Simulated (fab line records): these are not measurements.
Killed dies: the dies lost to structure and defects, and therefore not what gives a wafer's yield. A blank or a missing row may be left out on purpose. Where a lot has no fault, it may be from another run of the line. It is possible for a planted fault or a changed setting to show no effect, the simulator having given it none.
fab line records -- flow n5_finfet
record: lots: 7, wafers: 21, last_day: 17
route steps=1938 shown BEOL_M5@1170 PASSIVATION@1936
lots untouched by any fault: they come from a run of this same line in which no faults occurred
start_h: hours from the record's opening day to when the first of the lot's shown wafers began -- wait_h: hours from the lot's prior step to this one -- " unchanged from the row above -- L1.1+2: one row covering several wafers at once -- - no value, or no start was given -- * or withheld: withheld -- < > ~ a bound
route shown NAME@n: names a module that has steps shown in the file, with the first one's number in the route -- usual: mean/standard deviation of fault-free wafers -- same: alike in all rows -- chamber/n: place in a boat -- sites: readings site by site -- _std_site: standard deviation across them -- _edge_site: inner sites' mean taken away from outer sites' mean -- radius_mm: how far each site lies from the wafer's centre -- mask NAME#n: copy n -- behind: the most recent tool/chamber to have shaped the wafer -- hold: what put the lot on hold/how long, in hours/how the hold closed -- device: names the non-switching transistor (n, p or np) -- end of line: at the end of the route, the tests of the same wafers -- a step with no rows: only its recipe -- killed: not the wafer's yield, but the dies lost to structure and defects at the first sort -- map: per-die view of a wafer (x killed, . not killed, _ where there is no die)
set.NAME: the setting the step ran with; set.NAME@STEP: the setting that earlier step ran with -- model.NAME: the simulator's own value behind a step, which no gauge read
lots seen at some steps along the route; tables by step, rows by wafer
== steps ==
step: N5_BEOL_M5_DEGAS_44
recipe: ambient: vacuum, temp_c: 250, time_s: 60
usual: heater_power_w: 327/19
lot.wafer,tool,chamber,start_h,wait_h,heater_power_w
L821.1,pvd_sputter-01,-,196.92,0.4,325
L821.5,pvd_sputter-01,-,196.92,0.4,352
L821.6,pvd_sputter-01,-,196.92,0.4,330
L823.1,pvd_sputter-03,-,199.90,0.4,316
L823.4,pvd_sputter-03,-,199.90,0.4,312
L823.5,pvd_sputter-03,-,199.90,0.4,295
L829.2,pvd_sputter-01,-,244.12,0.3,345
L829.3,pvd_sputter-01,-,244.12,0.3,323
L829.6,pvd_sputter-01,-,244.12,0.3,328
L830.3,pvd_sputter-03,-,252.18,0.3,291
L830.4,pvd_sputter-03,-,252.18,0.3,315
L830.5,pvd_sputter-03,-,252.18,0.3,308
L831.3,pvd_sputter-03,-,259.47,0.3,320
L831.5,pvd_sputter-03,-,259.47,0.3,321
L831.6,pvd_sputter-03,-,259.47,0.3,288
L834.2,pvd_sputter-01,-,282.22,0.4,322
L834.4,pvd_sputter-01,-,282.22,0.4,355
L834.6,pvd_sputter-01,-,282.22,0.4,325
L840.1,pvd_sputter-02,-,317.55,2.1,312
L840.3,pvd_sputter-02,-,317.55,2.1,350
L840.5,pvd_sputter-02,-,317.55,2.1,300
step: N5_BEOL_M5_PRE_CLEAN_45
recipe: gas: H2/He, time_s: 30, temp_c: 250
usual: heater_power_w: 326/19
lot.wafer,tool,chamber,start_h,wait_h,heater_power_w
L821.1,pvd_sputter-01,-,196.96,0.0,313
L821.5,pvd_sputter-01,-,196.96,0.0,347
L821.6,pvd_sputter-01,-,196.96,0.0,315
L823.1,pvd_sputter-03,-,199.94,0.0,313
L823.4,pvd_sputter-03,-,199.94,0.0,313
L823.5,pvd_sputter-03,-,199.94,0.0,286
L829.2,pvd_sputter-01,-,244.16,0.0,352
L829.3,pvd_sputter-01,-,244.16,0.0,334
L829.6,pvd_sputter-01,-,244.16,0.0,327
L830.3,pvd_sputter-03,-,252.22,0.0,289
L830.4,pvd_sputter-03,-,252.22,0.0,311
L830.5,pvd_sputter-03,-,252.22,0.0,313
L831.3,pvd_sputter-03,-,259.51,0.0,319
L831.5,pvd_sputter-03,-,259.51,0.0,323
L831.6,pvd_sputter-03,-,259.51,0.0,293
L834.2,pvd_sputter-01,-,282.26,0.0,320
L834.4,pvd_sputter-01,-,282.26,0.0,352
L834.6,pvd_sputter-01,-,282.26,0.0,329
L840.1,pvd_sputter-02,-,317.59,0.0,312
L840.3,pvd_sputter-02,-,317.59,0.0,348
L840.5,pvd_sputter-02,-,317.59,0.0,303
step: N5_BEOL_M5_ALD_86
recipe: material: TaN, target_thk_a: *, temp_c: 275, ald_precursor_family: PDMAT, ald_co_reactant: NH3, pressure_torr: 3, carrier_flow_sccm: 1500, pulse_time_s: 2, purge_time_s: 3, co_reactant_purge_time_s: 2, co_reactant_pulse_time_s: 3, ald_cycles: 30, precursor_vessel_temp_c: 75, precursor_vessel_pressure_torr: 26.25, precursor_vessel_carrier_sccm: 1000
step: N5_BEOL_M5_SURFACE_TREAT_87
recipe: gas: Ar, time_s: *, ion_energy_ev: *, ion_current_ma_cm2: 0.5, pressure_mtorr: *, ar_flow_sccm: 30
step: N5_BEOL_M5_CVD_47
recipe: material: Co, target_thk_a: 30, temp_c: withheld, precursor: CCTBA/H2, pressure_torr: 30, time_s: 216
step: N5_BEOL_M5_SPUTTER_48
recipe: material: Cu, target_thk_a: 150, temp_c: -20, chamber_pressure_pa: 0.07, power_w: withheld, time_s: 27.62
usual: chamber_pressure_pa: 0.06999/0.00013, throttle_valve_pct: 29.9/0.98
lot.wafer,tool,chamber,start_h,wait_h,chamber_pressure_pa,throttle_valve_pct
L821.1,pvd_sputter-01,-,197.68,0.2,0.06985,31.0
L821.5,pvd_sputter-01,-,197.68,0.2,0.06999,31.7
L821.6,pvd_sputter-01,-,197.68,0.2,0.06994,29.4
L823.1,pvd_sputter-02,-,200.86,0.2,0.06964,27.6
L823.4,pvd_sputter-02,-,200.86,0.2,0.07009,29.5
L823.5,pvd_sputter-02,-,200.86,0.2,0.07002,29.6
L829.2,pvd_sputter-01,-,244.92,0.3,0.06983,30.7
L829.3,pvd_sputter-01,-,244.92,0.3,0.07009,31.6
L829.6,pvd_sputter-01,-,244.92,0.3,0.06972,29.9
L830.3,pvd_sputter-02,-,253.21,0.3,0.06995,29.7
L830.4,pvd_sputter-02,-,253.21,0.3,0.06997,31.1
L830.5,pvd_sputter-02,-,253.21,0.3,0.06989,29.8
L831.3,pvd_sputter-03,-,260.15,0.1,0.06981,28.7
L831.5,pvd_sputter-03,-,260.15,0.1,0.06978,30.0
L831.6,pvd_sputter-03,-,260.15,0.1,0.07011,28.6
L834.2,pvd_sputter-03,-,283.37,0.2,0.06992,28.8
L834.4,pvd_sputter-03,-,283.37,0.2,0.06996,30.2
L834.6,pvd_sputter-03,-,283.37,0.2,0.06978,29.9
L840.1,pvd_sputter-01,-,318.92,0.1,0.07001,30.8
L840.3,pvd_sputter-01,-,318.92,0.1,0.07006,31.4
L840.5,pvd_sputter-01,-,318.92,0.1,0.07007,31.6
step: N5_BEOL_M5_ANNEAL_49
recipe: temp_c: 400, time_s: 1800, ambient: vacuum
step: N5_BEOL_M5_SPUTTER_81
recipe: material: Cu, target_thk_a: 150, temp_c: -20, chamber_pressure_pa: 0.07, power_w: withheld, time_s: 27.62
usual: chamber_pressure_pa: 0.07002/0.00013, throttle_valve_pct: 29.9/0.98
lot.wafer,tool,chamber,start_h,wait_h,chamber_pressure_pa,throttle_valve_pct
L821.1,pvd_sputter-01,-,198.77,0.5,0.07004,30.5
L821.5,pvd_sputter-01,-,198.77,0.5,0.07026,31.7
L821.6,pvd_sputter-01,-,198.77,0.5,0.07021,28.9
L823.1,pvd_sputter-02,-,201.94,0.5,0.06995,27.7
L823.4,pvd_sputter-02,-,201.94,0.5,0.07002,29.7
L823.5,pvd_sputter-02,-,201.94,0.5,0.07009,29.8
L829.2,pvd_sputter-01,-,246.01,0.5,0.06999,30.9
L829.3,pvd_sputter-01,-,246.01,0.5,0.07008,31.4
L829.6,pvd_sputter-01,-,246.01,0.5,0.07006,29.9
L830.3,pvd_sputter-02,-,254.30,0.5,0.06986,29.5
L830.4,pvd_sputter-02,-,254.30,0.5,0.06995,31.1
L830.5,pvd_sputter-02,-,254.30,0.5,0.06982,29.6
L831.3,pvd_sputter-03,-,261.24,0.5,0.06999,28.6
L831.5,pvd_sputter-03,-,261.24,0.5,0.07021,30.1
L831.6,pvd_sputter-03,-,261.24,0.5,0.06993,28.7
L834.2,pvd_sputter-03,-,284.46,0.5,0.06984,28.8
L834.4,pvd_sputter-03,-,284.46,0.5,0.06997,30.3
L834.6,pvd_sputter-03,-,284.46,0.5,0.06992,30.0
L840.1,pvd_sputter-01,-,320.00,0.5,0.06994,31.1
L840.3,pvd_sputter-01,-,320.00,0.5,0.06996,31.8
L840.5,pvd_sputter-01,-,320.00,0.5,0.06992,31.8
step: N5_BEOL_M5_ANNEAL_82
recipe: temp_c: 400, time_s: 1800, ambient: vacuum
step: N5_BEOL_M5_SPUTTER_83
recipe: material: Cu, target_thk_a: 150, temp_c: -20, chamber_pressure_pa: 0.07, power_w: withheld, time_s: 27.62
step: N5_BEOL_M5_ANNEAL_84
recipe: temp_c: 400, time_s: 1800, ambient: vacuum
usual: heater_power_w: 811/55, susceptor_temp_C: 400.02/0.23
lot.wafer,tool,chamber,start_h,wait_h,heater_power_w,susceptor_temp_C
L821.1,pvd_sputter-01,-,199.93,0.0,864,400.33
L821.5,pvd_sputter-01,-,199.93,0.0,811,399.96
L821.6,pvd_sputter-01,-,199.93,0.0,832,399.97
L823.1,pvd_sputter-02,-,203.11,0.0,929,399.72
L823.4,pvd_sputter-02,-,203.11,0.0,778,399.75
L823.5,pvd_sputter-02,-,203.11,0.0,759,399.74
L829.2,pvd_sputter-01,-,247.17,0.0,881,399.71
L829.3,pvd_sputter-01,-,247.17,0.0,822,399.98
L829.6,pvd_sputter-01,-,247.17,0.0,813,400.13
L830.3,pvd_sputter-02,-,255.47,0.0,765,400.06
L830.4,pvd_sputter-02,-,255.47,0.0,759,400.13
L830.5,pvd_sputter-02,-,255.47,0.0,776,400.42
L831.3,pvd_sputter-03,-,262.40,0.0,767,400.20
L831.5,pvd_sputter-03,-,262.40,0.0,779,399.73
L831.6,pvd_sputter-03,-,262.40,0.0,798,400.09
L834.2,pvd_sputter-03,-,285.63,0.0,785,400.70
L834.4,pvd_sputter-03,-,285.63,0.0,706,400.30
L834.6,pvd_sputter-03,-,285.63,0.0,716,400.17
L840.1,pvd_sputter-01,-,321.17,0.0,877,400.19
L840.3,pvd_sputter-01,-,321.17,0.0,798,400.00
L840.5,pvd_sputter-01,-,321.17,0.0,797,400.23
step: N5_BEOL_M5_SPUTTER_88
recipe: material: Cu, target_thk_a: 150, temp_c: -20, chamber_pressure_pa: 0.07, power_w: withheld, time_s: 27.62
step: N5_BEOL_M5_ANNEAL_89
recipe: temp_c: 400, time_s: 1800, ambient: vacuum
usual: heater_power_w: 811/53, susceptor_temp_C: 400.01/0.21
lot.wafer,tool,chamber,start_h,wait_h,heater_power_w,susceptor_temp_C
L821.1,pvd_sputter-01,-,201.02,0.0,871,400.02
L821.5,pvd_sputter-01,-,201.02,0.0,811,400.15
L821.6,pvd_sputter-01,-,201.02,0.0,847,399.94
L823.1,pvd_sputter-02,-,204.20,0.0,940,400.13
L823.4,pvd_sputter-02,-,204.20,0.0,754,400.25
L823.5,pvd_sputter-02,-,204.20,0.0,772,400.04
L829.2,pvd_sputter-01,-,248.26,0.0,-,-
L829.3,pvd_sputter-01,-,248.26,0.0,-,-
L829.6,pvd_sputter-01,-,248.26,0.0,-,-
L830.3,pvd_sputter-02,-,256.69,0.0,-,-
L830.4,pvd_sputter-02,-,256.69,0.0,-,-
L830.5,pvd_sputter-02,-,256.69,0.0,-,-
L831.3,pvd_sputter-03,-,263.49,0.0,-,-
L831.5,pvd_sputter-03,-,263.49,0.0,-,-
L831.6,pvd_sputter-03,-,263.49,0.0,-,-
L834.2,pvd_sputter-03,-,286.71,0.0,783,400.07
L834.4,pvd_sputter-03,-,286.71,0.0,727,400.42
L834.6,pvd_sputter-03,-,286.71,0.0,717,400.23
L840.1,pvd_sputter-01,-,322.26,0.0,876,399.80
L840.3,pvd_sputter-01,-,322.26,0.0,819,400.05
L840.5,pvd_sputter-01,-,322.26,0.0,819,400.04
step: N5_BEOL_M5_SPUTTER_90
recipe: material: Cu, target_thk_a: 45, temp_c: -20, chamber_pressure_pa: 0.07, power_w: withheld, time_s: 8.29
step: N5_PASSIVATION_PROBE_49
usual: defect_limited_yield: 91.1/1.6, killed_at_M0_to_M3: 35/11, killed_at_M4_up: 13/5.4, killed_at_contacts: 13/6.5, killed_at_front_end: 40/14, killed_at_other: 4/3.1, killed_dies: 105/18, killed_open: 69/14, killed_short: 34/7.3, sort_bin_5_function: 5.2/0.96, sort_bin_6_memory: 3.4/0.77, sort_n_pass: 1075/19, sort_yield_pct: 91.1/1.6
same: gross_dies: 1180, killed_at_back_side: 0, sort_bin_4_leakage[%]: 0, sort_bin_8_speed[%]: 0
lot.wafer,tool,chamber,start_h,wait_h,defect_limited_yield[%],killed_at_M0_to_M3,killed_at_M4_up,killed_at_contacts,killed_at_front_end,killed_at_other,killed_dies,killed_open,killed_short,sort_bin_5_function[%],sort_bin_6_memory[%],sort_n_pass,sort_yield_pct[%]
L821.1,prober-02,-,290.42,0.0,91.2,42,12,8,40,2,104,70,31,5.5,3.2,1076,91.2
L821.5,prober-02,-,290.62,0.2,91.2,26,21,11,43,3,104,68,35,5.2,3.6,1076,91.2
L821.6,prober-02,-,290.67,0.3,90.8,41,15,5,46,2,109,71,38,5.1,3.9,1071,90.8
L834.2,prober-01,-,374.11,0.1,91.5,20,21,16,34,9,100,65,34,4.2,4.1,1080,91.5
L834.4,prober-01,-,374.21,0.2,91.4,39,19,7,30,7,102,71,31,5.3,3.1,1078,91.4
L834.6,prober-01,-,374.31,0.3,93.1,22,13,9,27,11,82,56,24,4.2,2.8,1098,93.1
killed by level:class
L821.1 FIN_SAQP:geometric_particle:open=15 BEOL_M0_SAQP:geometric_particle:short=11 MOL_CONTACT_COAG:geometric_particle:open=8 BEOL_M0_SAQP:geometric_particle:open=8 BEOL_M2:geometric_particle:open=8 FIN_SAQP:geometric_particle:short=7 STI_FIN_REVEAL:geometric_particle:open=5 BEOL_M3:geometric_particle:open=5
L821.5 FIN_SAQP:geometric_particle:open=11 STI_FIN_REVEAL:geometric_particle:open=11 MOL_CONTACT_COAG:geometric_particle:open=10 BEOL_M4:geometric_particle:open=8 FIN_SAQP:geometric_particle:short=7 BEOL_M0_SAQP:geometric_particle:short=6 BEOL_M2:geometric_particle:open=6 BEOL_M0_SAQP:geometric_particle:open=5
L821.6 STI_FIN_REVEAL:geometric_particle:open=10 BEOL_M0_SAQP:geometric_particle:open=10 FIN_SAQP:geometric_particle:open=9 BEOL_M0_SAQP:geometric_particle:short=8 BEOL_M2:geometric_particle:open=7 BEOL_M4:geometric_particle:open=7 STARTING-WAFER:geometric_particle:short=7 FIN_SAQP:geometric_particle:short=6
L834.2 MOL_CONTACT_COAG:geometric_particle:open=13 FIN_SAQP:geometric_particle:open=7 BEOL_M4:geometric_particle:open=7 STI_FIN_REVEAL:geometric_particle:open=6 BEOL_M3:geometric_particle:open=6 FIN_SAQP:geometric_particle:short=5 BEOL_M0_SAQP:geometric_particle:short=5 PASS1_CAP:geometric_particle:open=4
L834.4 BEOL_M0_SAQP:geometric_particle:open=15 DUMMY_GATE:geometric_particle:open=7 BEOL_M0_SAQP:geometric_particle:short=7 BEOL_M4:geometric_particle:open=6 BEOL_M1:geometric_particle:open=6 STI_FIN_REVEAL:geometric_particle:open=5 FIN_SAQP:geometric_particle:open=4 MOL_CONTACT_COAG:geometric_particle:open=4
L834.6 FIN_SAQP:geometric_particle:open=7 MOL_CONTACT_COAG:geometric_particle:open=7 BEOL_M4:geometric_particle:open=7 STI_FIN_REVEAL:geometric_particle:open=6 BEOL_M2:geometric_particle:open=6 FIN_SAQP:geometric_particle:short=4 BEOL_M1:geometric_particle:open=4 BEOL_M0_SAQP:geometric_particle:short=4
== key ==
first_sign: step: N5_BEOL_M5_ANNEAL_89, reading: tool_record, direction: missing
effect none on later readings
met_at N5_BEOL_M5_ANNEAL_89
struck_wafers L829.2,L829.3,L829.6,L830.3,L830.4,L830.5,L831.3,L831.5,L831.6
onset_between 204.20 248.26
fault: kind: skipped_step_whole, tool: pvd_sputter-01,pvd_sputter-02,pvd_sputter-03, chamber: -, onset_h: 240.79, steps: N5_BEOL_M5_ANNEAL_89, scope: struck_lots_only
